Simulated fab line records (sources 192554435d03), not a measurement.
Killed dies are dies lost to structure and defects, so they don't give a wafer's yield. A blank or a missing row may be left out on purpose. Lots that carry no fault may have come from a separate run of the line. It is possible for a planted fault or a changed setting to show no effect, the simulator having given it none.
fab line records	flow n5_finfet
record lots=7	wafers=39
route steps=1938 shown BEOL_M0_SAQP@676 BEOL_M0_CUTY@711 BEOL_M0@715 BEOL_M1@800 BEOL_M3@981 BEOL_M5@1112
start_h: the number of hours between the record's first day and the start of the first shown wafer of the lot	wait_h: hours elapsed since this lot's preceding step	" identical to the entry in the row above	L1.1+2: one row covering several wafers at once	- no value, or no start given	* or withheld: withheld	< > ~ a bound
route shown NAME@n: NAME is a module with steps in the file, n the number in the route of the first one	usual: mean/standard deviation of fault-free wafers	same: alike in all rows	chamber/n: place in a boat	sites: each site's reading	_std_site: how widely they spread, as a standard deviation	_edge_site: outer sites' mean less inner sites'	radius_mm: for every site, how far away it sits from the centre of the wafer	mask NAME#n: copy n	behind: the tool/chamber that last shaped the wafer	hold: why the lot went on hold/how many hours it stayed there/how the hold came to an end	device: the n, p or np transistor that did not switch	end of line: tests of these same wafers at the route's end	for a step that has no rows: nothing shown but its recipe	killed: at the first sort, the dies lost to defects and structure; wafer yield is something else	map: a wafer's dies, marking killed ones x, the rest . and places with no die _
set.NAME: setting as actually run; set.NAME@STEP: the setting as run at that earlier step	model.NAME: the simulator's own value behind a step, which no gauge read
lots with deliberately changed settings; one table per step, one row per wafer
## steps
# step N5_BEOL_M0_SAQP_SPACER2_ALD_26
# recipe material=SiO2	target_thk_a=150	temp_c=300	ald_precursor_family=BDEAS	ald_co_reactant=O2-plasma	pulse_time_s=1	purge_time_s=2	co_reactant_purge_time_s=2	pressure_torr=2
lot.wafer	tool	chamber	start_h	wait_h	set.target_thk_a	model.SiO2_of_BEOL_M0_SAQP_SPACER2_ALD_26.thk_nm
L081.1+5	ald_sin-04	2	152.04	0.7	150	15
L081.2	"	0	"	"	150	14.8
L081.3	"	3	"	"	112.1	11
L081.4+6	"	1	"	"	112.1	11.2
L082.1+6	ald_sin-01	1,2	166.56	0.1	190.9	19.2
L082.2+3	"	0,3	"	"	150	15
L082.4	"	2	"	"	190.9	19
L082.5	"	1	"	"	150	15.2
L090.1+2+6	ald_sin-03	2,3,2	207.96	0.1	187.5	18.8
L090.3+5	"	1	"	"	150	15
L090.4	"	0	"	"	150	14.8
L091.1+4	ald_sin-04	1,2	215.69	0.4	81.09	8
L091.2+5	"	3,0	"	"	150	15
L091.3	"	0	"	"	81.09	8.2
L091.6	"	3	"	"	150	14.8
L095.1+4	ald_sin-03	0	238.91	0.1	150	14.8
L095.2+3+6	"	1,2,2	"	"	224.8	22.6
L095.5	"	1	"	"	150	15
L096.1	ald_sin-03	0	243.18	0.1	239.7	23.8
L096.2+5	"	1,0	"	"	150	15
L096.3	"	2	"	"	150	15.2
L096.4+6	"	1,2	"	"	239.7	24
L097.3+4+6	ald_sin-01	3,2,1	251.86	0.1	150	15
# step N5_BEOL_M0_SAQP_SPACER2_ETCHBACK_27
# recipe chemistry=CHF3/O2	mode=anisotropic_etchback	target=SiO2	target_depth_a=225	time_s=11.25	pressure_mtorr=30	source_w=650	bias_w=170	Ar_flow_sccm=200	CHF3_flow_sccm=50	O2_flow_sccm=5	ion_energy_ev=200
# step N5_BEOL_M0_SAQP_MANDREL2_REMOVE_110
# recipe chemistry=HBr/Cl2/O2	bt_time_s=10	target=a-Si	stop_on=SiCN	endpoint=OES-SiCl	over_etch_frac=1	icp_w=600	bias_w=30	HBr_flow_sccm=150	Cl2_flow_sccm=80	O2_flow_sccm=5	pressure_mtorr=10
lot.wafer	tool	chamber	start_h	wait_h	set.target_thk_a@BEOL_M0_SAQP_SPACER2_ALD_26	model.BEOL_M0_SAQP.cd_nm
L081.1+2+5	rie_si-01	3,0,0	152.87	0.1	150	15
L081.3+4	"	1,2	"	"	112.1	10.8
L081.6	"	3	"	"	112.1	11.4
L082.1+6	rie_si-01	1,0	167.20	0.1	190.9	19.2
L082.2	"	2	"	"	150	14.8
L082.3	"	0	"	"	150	15.2
L082.4	"	1	"	"	190.9	19
L082.5	"	2	"	"	150	15
L090.1	rie_si-01	3	208.62	0.1	187.5	18.8
L090.2	"	1	"	"	187.5	18.6
L090.3+5	"	0	"	"	150	15
L090.4	"	2	"	"	150	14.6
L090.6	"	3	"	"	187.5	19
L091.1+4	rie_si-01	1,0	216.32	0.1	81.09	8
L091.2	"	3	"	"	150	15
L091.3	"	2	"	"	81.09	8.2
L091.5	"	3	"	"	150	15.2
L091.6	"	2	"	"	150	14.8
L095.1+4	rie_si-04	0,2	239.54	0.1	150	14.8
L095.2	"	3	"	"	224.8	22.4
L095.3+6	"	1,3	"	"	224.8	22.6
L095.5	"	2	"	"	150	15
L096.1+4+6	rie_si-01	3,2,0	243.82	0.1	239.7	24
L096.2+3	"	0,1	"	"	150	15
L096.5	"	1	"	"	150	14.8
L097.3+4+6	rie_si-02	3,0,1	252.50	0.1	150	15.2
# step N5_BEOL_M0_SAQP_CD_MEAS_29
# recipe target_cd_nm=14.4	landing_energy_ev=1000	detector=se_inlens
# usual cd_nm=15.04/0.22
lot.wafer	tool	chamber	start_h	wait_h	set.target_thk_a@BEOL_M0_SAQP_SPACER2_ALD_26	cd_nm
L081.1	cd_sem-01	0	152.98	0.1	150	15.18
L081.2	"	0	"	"	150	14.82
L081.3	"	0	"	"	112.1	11.03
L081.4	"	0	"	"	112.1	11.02
L081.5	"	0	"	"	150	14.96
L081.6	"	0	"	"	112.1	11.20
L082.1	cd_sem-01	0	167.31	0.1	190.9	19.03
L082.2	"	0	"	"	150	14.89
L082.3	"	0	"	"	150	15.16
L082.4	"	0	"	"	190.9	19.25
L082.5	"	0	"	"	150	15.39
L082.6	"	0	"	"	190.9	19.04
L090.1	cd_sem-03	0	208.73	0.1	187.5	18.83
L090.2	"	0	"	"	187.5	18.32
L090.3	"	0	"	"	150	14.98
L090.4	"	0	"	"	150	14.91
L090.5	"	0	"	"	150	14.86
L090.6	"	0	"	"	187.5	19.15
L091.1	cd_sem-03	0	216.43	0.1	81.09	7.85
L091.2	"	0	"	"	150	14.98
L091.3	"	0	"	"	81.09	8.18
L091.4	"	0	"	"	81.09	8.02
L091.5	"	0	"	"	150	15.41
L091.6	"	0	"	"	150	14.52
L095.1	cd_sem-02	0	239.65	0.1	150	15.00
L095.2	"	0	"	"	224.8	22.44
L095.3	"	0	"	"	224.8	22.80
L095.4	"	0	"	"	150	15.21
L095.5	"	0	"	"	150	15.05
L095.6	"	0	"	"	224.8	22.32
L096.1	cd_sem-03	0	243.93	0.1	239.7	23.82
L096.2	"	0	"	"	150	15.16
L096.3	"	0	"	"	150	14.88
L096.4	"	0	"	"	239.7	24.06
L096.5	"	0	"	"	150	14.90
L096.6	"	0	"	"	239.7	24.15
L097.3	cd_sem-03	0	252.61	0.1	150	15.04
L097.4	"	0	"	"	150	15.46
L097.6	"	0	"	"	150	15.20
# step N5_BEOL_M0_SAQP_COAT_69
# recipe resist=SOC	temp_c=250	time_s=60	spin_rpm=1500	resist_thk_nm=90
# step N5_BEOL_M0_SAQP_COAT_72
# recipe resist=SiARC	temp_c=220	time_s=60	spin_rpm=1500	resist_thk_nm=15
# step N5_BEOL_M0_CUTY_DESCUM_61
# recipe chemistry=O2	time_s=7.9	source_power_w=50	bias_power_w=20	pressure_mtorr=20	rf_frequency_hz=2.712e+07	temp_c=40	resist=CAR-ArF-block	o2_flow_sccm=225
# step N5_BEOL_M0_CUTY_ETCH_62
# recipe chemistry=CF4	target=SiARC	mask_material=CAR-ArF-block	time_s=58.5	ion_energy_ev=80	pressure_mtorr=40	source_w=545	bias_w=36	Ar_flow_sccm=100	cf4_flow_sccm=100	ends=cleared
# step N5_BEOL_M0_CUTY_ETCH_63
# recipe chemistry=N2/H2	target=SOC	target_depth_a=827	overetch_a=165	mask_material=SiARC	temp_c=40	ion_energy_ev=200	time_s=124	pressure_mtorr=30	source_w=840	bias_w=150	n2_flow_sccm=200	h2_flow_sccm=200
lot.wafer	tool	chamber	start_h	wait_h	set.target_thk_a@BEOL_M0_SAQP_SPACER2_ALD_26	model.SiO2_of_BEOL_M0_SAQP_SPACER2_ALD_26.thk_nm
L081.1+2	rie_diel-03	3,0	155.02	0.0	150	7.2
L081.3+4	"	1,2	"	"	112.1	3
L081.5	"	2	"	"	150	6.8
L081.6	"	1	"	"	112.1	3.2
L082.1+4+6	rie_diel-05	0,1,3	169.41	0.0	190.9	11.2
L082.2	"	3	"	"	150	7
L082.3+5	"	2	"	"	150	7.2
L090.1+2+6	rie_diel-01	0,1,1	211.14	0.0	187.5	11
L090.3+5	"	2,0	"	"	150	7.2
L090.4	"	3	"	"	150	7
L091.1+3+4	rie_diel-05	0,3,1	218.72	0.0	81.09	1.8
L091.2+6	"	2,1	"	"	150	7
L091.5	"	0	"	"	150	7.2
L095.1+5	rie_diel-03	0	241.56	0.0	150	7.2
L095.2+6	"	3	"	"	224.8	14.8
L095.3	"	1	"	"	224.8	14.4
L095.4	"	2	"	"	150	6.8
L096.1	rie_diel-05	1	245.83	0.0	239.7	16
L096.2	"	3	"	"	150	7.2
L096.3	"	2	"	"	150	7.4
L096.4+6	"	0,1	"	"	239.7	16.2
L096.5	"	0	"	"	150	7
L097.3+4+6	rie_diel-05	1,0,3	254.64	0.0	150	7.2
# step N5_BEOL_M0_CUTY_STRIP_64
# recipe chemistry=N2/H2	temp_c=40	n2_flow_sccm=200	h2_flow_sccm=200	rf_frequency_hz=6e+07
# step N5_BEOL_M0_ETCH_138
# recipe chemistry=CH3F/O2	target_depth_a=120	target=SiCN	time_s=31.6	ion_energy_ev=120	pressure_mtorr=30	source_w=395	bias_w=75	Ar_flow_sccm=150	CH3F_flow_sccm=30	O2_flow_sccm=20	ends=cleared
# step N5_BEOL_M0_HM_OPEN_105
# recipe chemistry=Cl2/BCl3	target_depth_a=120	target=TiN	ion_energy_ev=150	pressure_mtorr=10	icp_w=1000	bias_w=126	Cl2_flow_sccm=53.25	bcl3_flow_sccm=21.75	Ar_flow_sccm=25
lot.wafer	tool	chamber	start_h	wait_h	set.target_thk_a@BEOL_M0_SAQP_SPACER2_ALD_26	model.SiO2_of_BEOL_M0_SAQP_SPACER2_ALD_26.thk_nm
L081.1	rie_metal-02	0	156.33	1.1	150	2.8
L081.2	"	1	"	"	150	2.6
L081.3+4+6	"	0,1,0	"	"	112.1	0.8
L081.5	"	1	"	"	150	2.4
L082.1	rie_metal-01	0	170.85	1.3	190.9	7
L082.2	"	1	"	"	150	2.6
L082.3	"	0	"	"	150	2.8
L082.4+6	"	1,0	"	"	190.9	6.8
L082.5	"	1	"	"	150	3
L090.1+2+6	rie_metal-01	0,1,1	211.54	0.2	187.5	6.6
L090.3	"	1	"	"	150	3
L090.4+5	"	0	"	"	150	2.8
L091.1+3+4	rie_metal-01	0,1,0	220.31	1.4	81.09	0.4
L091.2+5	"	1,0	"	"	150	2.8
L091.6	"	1	"	"	150	2.6
L095.1+5	rie_metal-03	1,0	241.81	0.1	150	2.8
L095.2+6	"	0,1	"	"	224.8	10.4
L095.3	"	1	"	"	224.8	10
L095.4	"	0	"	"	150	2.2
L096.1+6	rie_metal-01	1,0	246.36	0.4	239.7	11.8
L096.2+3	"	0	"	"	150	3
L096.4	"	1	"	"	239.7	12
L096.5	"	1	"	"	150	2.8
L097.3+4+6	rie_metal-02	0	256.99	2.2	150	2.6
# step N5_BEOL_M1_TRENCH_ETCH_37
# recipe chemistry=C4F6/O2	target_depth_a=552.07	target=SiOC	time_s=29	ion_energy_ev=250	pressure_mtorr=30	source_w=355	bias_w=185	Ar_flow_sccm=300	C4F6_flow_sccm=10	O2_flow_sccm=10
lot.wafer	tool	chamber	start_h	wait_h	set.target_depth_a	model.etch.depth_nm	model.BEOL_M1.feature_depth_nm	model.TiN_of_BEOL_M1_HM_DEP_02.thk_nm
L081.1	rie_diel-06	2	-	-	232.4	23.28	23.2	18.8
L081.2	"	0	"	"	552.07	56.64	56.6	17.4
L081.3	"	1	"	"	552.07	57.78	57.8	17.2
L081.4	"	3	"	"	552.07	55.18	55.2	17.4
L081.5	"	1	"	"	232.4	24.33	24.4	19
L081.6	"	0	"	"	232.4	23.98	24	19
L082.1	rie_diel-04	0	-	-	290.7	28.68	28.6	18.6
L082.2	"	3	"	"	290.7	28.9	29	18.6
L082.3	"	2	"	"	552.07	54.36	54.4	18
L082.4	"	1	"	"	552.07	52.93	53	17.6
L082.5	"	0	"	"	552.07	54.45	54.4	17.6
L082.6	"	1	"	"	290.7	27.77	27.8	18.6
L090.1	rie_diel-02	3	-	-	552.07	55.58	55.6	17.4
L090.2	"	0	"	"	552.07	53.66	53.6	17.6
L090.3	"	2	"	"	552.07	56.02	56	17
L090.4	"	1	"	"	772.4	76.69	76.6	16.6
L090.5	"	2	"	"	772.4	77.54	77.6	17
L090.6	"	3	"	"	772.4	78.14	78.2	16.6
L091.1	rie_diel-04	1	-	-	552.07	52.19	52.2	18.6
L091.2	"	2	"	"	552.07	54.14	54.2	18
L091.3	"	3	"	"	552.07	54.87	54.8	18.2
L091.4	"	3	"	"	552.07	54.55	54.6	18.2
L091.5	"	2	"	"	552.07	54.8	54.8	18.4
L091.6	"	1	"	"	552.07	52.04	52	18.2
L095.1	rie_diel-06	0	-	-	552.07	55.68	55.6	17.6
L095.2	"	2	"	"	552.07	56.06	56	17.4
L095.3	"	1	"	"	552.07	56.22	56.2	17.6
L095.4	"	3	"	"	552.07	55.4	55.4	17.4
L095.5	"	1	"	"	552.07	56.45	56.4	17.6
L095.6	"	2	"	"	552.07	56.39	56.4	17.6
L096.1	rie_diel-02	3	-	-	358.8	35.78	35.8	18.4
L096.2	"	0	"	"	552.07	57.13	57.2	17.8
L096.3	"	2	"	"	358.8	35.77	35.8	18.8
L096.4	"	1	"	"	552.07	55.32	55.4	18
L096.5	"	1	"	"	552.07	55.33	55.4	17.8
L096.6	"	2	"	"	358.8	35.47	35.4	18.2
L097.3	rie_diel-06	1	-	-	552.07	55.88	55.8	17.8
L097.4	"	2	"	"	552.07	55.53	55.6	16.8
L097.6	"	0	"	"	552.07	55.84	55.8	17.8
# step N5_BEOL_M1_ETCH_41
# recipe chemistry=CH3F/O2	target=SiCN	target_depth_a=319	taper_deg=2	time_s=57.8	ion_energy_ev=120	mask_material=TiN	pressure_mtorr=30	source_w=395	bias_w=75	Ar_flow_sccm=150	CH3F_flow_sccm=30	O2_flow_sccm=20
# step N5_BEOL_M1_STRIP_97
# recipe chemistry=N2/H2	time_s=10	power_w=450	temp_c=40	pressure_mtorr=20	rf_frequency_hz=6e+07	bias_power_w=7	n2_flow_sccm=200	h2_flow_sccm=200
# step N5_BEOL_M1_OCD_MEAS_38
# usual trench_depth_nm=54.9/1.3
lot.wafer	tool	chamber	start_h	wait_h	set.target_depth_a@BEOL_M1_TRENCH_ETCH_37	trench_depth_nm
L081.1	ocd-02	-	171.41	-	232.4	23.7
L081.2	"	-	"	"	552.07	56.3
L081.3	"	-	"	"	552.07	58.6
L081.4	"	-	"	"	552.07	55.2
L081.5	"	-	"	"	232.4	24.7
L081.6	"	-	"	"	232.4	23.9
L082.1	ocd-01	-	180.06	-	290.7	28.2
L082.2	"	-	"	"	290.7	28.7
L082.3	"	-	"	"	552.07	54.3
L082.4	"	-	"	"	552.07	52.9
L082.5	"	-	"	"	552.07	54.3
L082.6	"	-	"	"	290.7	27.7
L090.1	ocd-01	-	224.58	-	552.07	55.3
L090.2	"	-	"	"	552.07	53.1
L090.3	"	-	"	"	552.07	56.4
L090.4	"	-	"	"	772.4	77.0
L090.5	"	-	"	"	772.4	77.1
L090.6	"	-	"	"	772.4	78.7
L091.1	ocd-02	-	227.63	-	552.07	52.7
L091.2	"	-	"	"	552.07	54.1
L091.3	"	-	"	"	552.07	55.0
L091.4	"	-	"	"	552.07	54.5
L091.5	"	-	"	"	552.07	55.3
L091.6	"	-	"	"	552.07	51.9
L095.1	ocd-02	-	250.92	-	552.07	55.3
L095.2	"	-	"	"	552.07	55.9
L095.3	"	-	"	"	552.07	55.9
L095.4	"	-	"	"	552.07	55.3
L095.5	"	-	"	"	552.07	56.0
L095.6	"	-	"	"	552.07	56.6
L096.1	ocd-01	-	264.22	-	358.8	36.4
L096.2	"	-	"	"	552.07	57.3
L096.3	"	-	"	"	358.8	35.8
L096.4	"	-	"	"	552.07	55.8
L096.5	"	-	"	"	552.07	55.3
L096.6	"	-	"	"	358.8	35.3
L097.3	ocd-01	-	276.78	-	552.07	56.0
L097.4	"	-	"	"	552.07	55.5
L097.6	"	-	"	"	552.07	55.7
# step N5_BEOL_M3_ETCH_41
# recipe chemistry=CH3F/O2	target=SiCN	target_depth_a=299	taper_deg=2	time_s=52.5	ion_energy_ev=120	mask_material=TiN	pressure_mtorr=30	source_w=395	bias_w=75	Ar_flow_sccm=150	CH3F_flow_sccm=30	O2_flow_sccm=20
lot.wafer	tool	chamber	start_h	wait_h	set.target_depth_a	model.etch.depth_nm
L081.1	rie_diel-04	0	-	-	433	28.36
L081.2	"	2	"	"	299	19.49
L081.3	"	1	"	"	433	27.2
L081.4	"	3	"	"	299	19.44
L081.5	"	2	"	"	299	19.31
L081.6	"	1	"	"	433	26.94
L082.1	rie_diel-04	1	-	-	299	18.82
L082.2	"	2	"	"	299	19.58
L082.3	"	0	"	"	299	19.46
L082.4	"	3	"	"	299	19.72
L082.5	"	1	"	"	299	18.87
L082.6	"	2	"	"	299	19.65
L090.1	rie_diel-02	3	-	-	299	20.12
L090.2	"	2	"	"	299	19.91
L090.3	"	1	"	"	299	20.01
L090.4	"	2	"	"	299	20
L090.5	"	1	"	"	299	19.98
L090.6	"	3	"	"	299	19.95
L091.1	rie_diel-02	2	-	-	299	19.78
L091.2	"	1	"	"	299	19.89
L091.3+6	"	3,1	"	"	299	20.05
L091.4	"	2	"	"	299	19.96
L091.5	"	3	"	"	299	19.86
L095.1	rie_diel-02	3	-	-	395.7	26.67
L095.2	"	1	"	"	299	20.16
L095.3	"	0	"	"	299	20.71
L095.4	"	2	"	"	299	20.09
L095.5	"	1	"	"	395.7	26.68
L095.6	"	0	"	"	395.7	27.76
L096.1	rie_diel-06	3	-	-	299	20.01
L096.2	"	2	"	"	299	20.34
L096.3	"	0	"	"	299	20.19
L096.4	"	1	"	"	299	20.46
L096.5	"	2	"	"	299	20.28
L096.6	"	1	"	"	299	20.32
L097.3	rie_diel-06	1	-	-	299	20.24
L097.4	"	0	"	"	299	20.18
L097.6	"	3	"	"	299	19.86
# step N5_BEOL_M5_ILD_DEP_00
# recipe material=SiCOH_lowk	target_thk_a=1406.4	temp_c=300	precursor=DEMS/porogen	pressure_torr=5	rf_w=500	time_s=25.9
lot.wafer	tool	chamber	start_h	wait_h	set.time_s	model.SiCOH_lowk_of_BEOL_M5_ILD_DEP_00.thk_nm
L081.1	pecvd-01	0	222.63	0.8	25.9	138.4
L081.2	"	1	"	"	40.89	219.2
L081.3	"	2	"	"	25.9	137.4
L081.4	"	1	"	"	25.9	140
L081.5	"	0	"	"	40.89	221.4
L081.6	"	2	"	"	40.89	217.4
L082.1+3	pecvd-01	0,1	238.14	0.8	33.53	181.4
L082.2	"	2	"	"	33.53	178.6
L082.4	"	2	"	"	25.9	142.6
L082.5	"	1	"	"	25.9	145.6
L082.6	"	0	"	"	25.9	143
L090.1	pecvd-01	2	263.63	0.8	25.9	137.8
L090.2	"	1	"	"	12.59	72.2
L090.3	"	0	"	"	25.9	139
L090.4	"	0	"	"	12.59	70.8
L090.5	"	1	"	"	25.9	142.4
L090.6	"	2	"	"	12.59	68
L091.1	pecvd-04	2	284.33	0.8	25.9	139.6
L091.2	"	0	"	"	25.9	136.8
L091.3	"	1	"	"	25.9	138.8
L091.4	"	0	"	"	13.61	75.4
L091.5	"	1	"	"	13.61	74.2
L091.6	"	2	"	"	13.61	73.8
L095.1	pecvd-04	2	311.40	0.8	38.01	202.6
L095.2	"	0	"	"	25.9	138.6
L095.3	"	0	"	"	38.01	205.4
L095.4	"	2	"	"	25.9	142.8
L095.5	"	2	"	"	38.01	204.8
L095.6	"	0	"	"	25.9	141.4
L096.1	pecvd-04	1	312.93	0.8	25.9	139.6
L096.2	"	2	"	"	25.9	140.6
L096.3	"	0	"	"	25.9	141
L096.4+5	"	1,2	"	"	20.25	112.2
L096.6	"	0	"	"	20.25	112.4
L097.3	pecvd-04	0	318.09	0.5	25.9	142.2
L097.4	"	2	"	"	25.9	141.6
L097.6	"	0	"	"	25.9	144.6
# step N5_BEOL_M5_CURE_79
# recipe temp_c=385	time_s=240	ambient=He/Ar	material=SiCOH_lowk
lot.wafer	tool	chamber	start_h	wait_h	set.time_s@BEOL_M5_ILD_DEP_00	model.SiCOH_lowk_of_BEOL_M5_ILD_DEP_00.thk_nm
L081.1	uv_cure-03	0	222.69	0.0	25.9	119
L081.2	"	0	"	"	40.89	189.4
L081.3	"	0	"	"	25.9	118.2
L081.4	"	0	"	"	25.9	120.4
L081.5	"	0	"	"	40.89	191.4
L081.6	"	0	"	"	40.89	188
L082.1+3	uv_cure-02	0	238.20	0.0	33.53	156.4
L082.2	"	0	"	"	33.53	154
L082.4	"	0	"	"	25.9	122.8
L082.5	"	0	"	"	25.9	125.4
L082.6	"	0	"	"	25.9	123
L090.1	uv_cure-01	2	263.69	0.0	25.9	118.4
L090.2	"	2	"	"	12.59	61.8
L090.3	"	2	"	"	25.9	119.6
L090.4	"	2	"	"	12.59	60.6
L090.5	"	2	"	"	25.9	122.4
L090.6	"	2	"	"	12.59	58.4
L091.1	uv_cure-01	2	284.39	0.0	25.9	120.2
L091.2	"	2	"	"	25.9	117.8
L091.3	"	2	"	"	25.9	119.4
L091.4	"	2	"	"	13.61	64.6
L091.5	"	2	"	"	13.61	63.6
L091.6	"	2	"	"	13.61	63.2
L095.1	uv_cure-03	0	311.48	0.1	38.01	174.8
L095.2	"	0	"	"	25.9	119.2
L095.3	"	0	"	"	38.01	177.4
L095.4	"	0	"	"	25.9	122.8
L095.5	"	0	"	"	38.01	176.8
L095.6	"	0	"	"	25.9	121.8
L096.1	uv_cure-02	1	312.99	0.0	25.9	120.2
L096.2	"	1	"	"	25.9	121
L096.3	"	1	"	"	25.9	121.2
L096.4	"	1	"	"	20.25	96.4
L096.5	"	1	"	"	20.25	96.2
L096.6	"	1	"	"	20.25	96.6
L097.3	uv_cure-02	1	318.31	0.2	25.9	122.2
L097.4	"	1	"	"	25.9	121.8
L097.6	"	1	"	"	25.9	124.4
# step N5_BEOL_M5_THK_MEAS_01
# recipe reads=SiCOH_lowk_of_BEOL_M5_ILD_DEP_00
# usual M5_ILD_THK=121.0/1.7
lot.wafer	tool	chamber	start_h	wait_h	set.time_s@BEOL_M5_ILD_DEP_00	M5_ILD_THK[nm]
L081.1	film_metro-01	-	223.20	0.4	25.9	119.1
L081.2	"	-	"	"	40.89	189.2
L081.3	"	-	"	"	25.9	118.2
L081.4	"	-	"	"	25.9	120.4
L081.5	"	-	"	"	40.89	191.4
L081.6	"	-	"	"	40.89	187.9
L082.1	film_metro-02	-	238.71	0.4	33.53	156.5
L082.2	"	-	"	"	33.53	153.9
L082.3	"	-	"	"	33.53	156.5
L082.4	"	-	"	"	25.9	122.8
L082.5	"	-	"	"	25.9	125.3
L082.6	"	-	"	"	25.9	123.1
L090.1	film_metro-02	-	264.21	0.4	25.9	118.5
L090.2	"	-	"	"	12.59	61.9
L090.3	"	-	"	"	25.9	119.5
L090.4	"	-	"	"	12.59	60.6
L090.5	"	-	"	"	25.9	122.5
L090.6	"	-	"	"	12.59	58.3
L091.1	film_metro-01	-	284.90	0.4	25.9	120.1
L091.2	"	-	"	"	25.9	117.7
L091.3	"	-	"	"	25.9	119.4
L091.4	"	-	"	"	13.61	64.6
L091.5	"	-	"	"	13.61	63.6
L091.6	"	-	"	"	13.61	63.3
L095.1	film_metro-02	-	311.99	0.4	38.01	174.9
L095.2	"	-	"	"	25.9	119.3
L095.3	"	-	"	"	38.01	177.4
L095.4	"	-	"	"	25.9	122.8
L095.5	"	-	"	"	38.01	176.9
L095.6	"	-	"	"	25.9	121.7
L096.1	film_metro-02	-	313.50	0.4	25.9	120.2
L096.2	"	-	"	"	25.9	121.1
L096.3	"	-	"	"	25.9	121.2
L096.4	"	-	"	"	20.25	96.4
L096.5	"	-	"	"	20.25	96.3
L096.6	"	-	"	"	20.25	96.5
L097.3	film_metro-02	-	318.67	0.3	25.9	122.3
L097.4	"	-	"	"	25.9	121.8
L097.6	"	-	"	"	25.9	124.5
## key
split step=N5_BEOL_M0_SAQP_SPACER2_ALD_26	setting=target_thk_a	stated=150	by=wafer
response step=N5_BEOL_M0_SAQP_SPACER2_ALD_26	reading=model.SiO2_of_BEOL_M0_SAQP_SPACER2_ALD_26.thk_nm	change=+0.151	per=1%	r=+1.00
response step=N5_BEOL_M0_SAQP_MANDREL2_REMOVE_110	reading=model.BEOL_M0_SAQP.cd_nm	change=+0.153	per=1%	r=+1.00
response step=N5_BEOL_M0_SAQP_CD_MEAS_29	reading=cd_nm	change=+0.151	per=1%	r=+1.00
response step=N5_BEOL_M0_CUTY_ETCH_63	reading=model.SiO2_of_BEOL_M0_SAQP_SPACER2_ALD_26.thk_nm	change=+0.144	per=1%	r=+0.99
response step=N5_BEOL_M0_HM_OPEN_105	reading=model.SiO2_of_BEOL_M0_SAQP_SPACER2_ALD_26.thk_nm	change=+0.125	per=1%	r=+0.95
split step=N5_BEOL_M1_TRENCH_ETCH_37	setting=target_depth_a	stated=552.07	by=wafer
response step=N5_BEOL_M1_TRENCH_ETCH_37	reading=model.etch.depth_nm	change=+0.559	per=1%	r=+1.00
response step=N5_BEOL_M1_TRENCH_ETCH_37	reading=model.BEOL_M1.feature_depth_nm	change=+0.559	per=1%	r=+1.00
response step=N5_BEOL_M1_TRENCH_ETCH_37	reading=model.TiN_of_BEOL_M1_HM_DEP_02.thk_nm	change=-0.0212	per=1%	r=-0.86
response step=N5_BEOL_M1_OCD_MEAS_38	reading=trench_depth_nm	change=+0.56	per=1%	r=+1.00
split step=N5_BEOL_M3_ETCH_41	setting=target_depth_a	stated=299	by=wafer
response step=N5_BEOL_M3_ETCH_41	reading=model.etch.depth_nm	change=+0.19	per=1%	r=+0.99
split step=N5_BEOL_M5_ILD_DEP_00	setting=time_s	stated=25.9	by=wafer
response step=N5_BEOL_M5_ILD_DEP_00	reading=model.SiCOH_lowk_of_BEOL_M5_ILD_DEP_00.thk_nm	change=+1.35	per=1%	r=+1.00
response step=N5_BEOL_M5_CURE_79	reading=model.SiCOH_lowk_of_BEOL_M5_ILD_DEP_00.thk_nm	change=+1.17	per=1%	r=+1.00
response step=N5_BEOL_M5_THK_MEAS_01	reading=M5_ILD_THK	change=+1.17	per=1%	r=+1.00
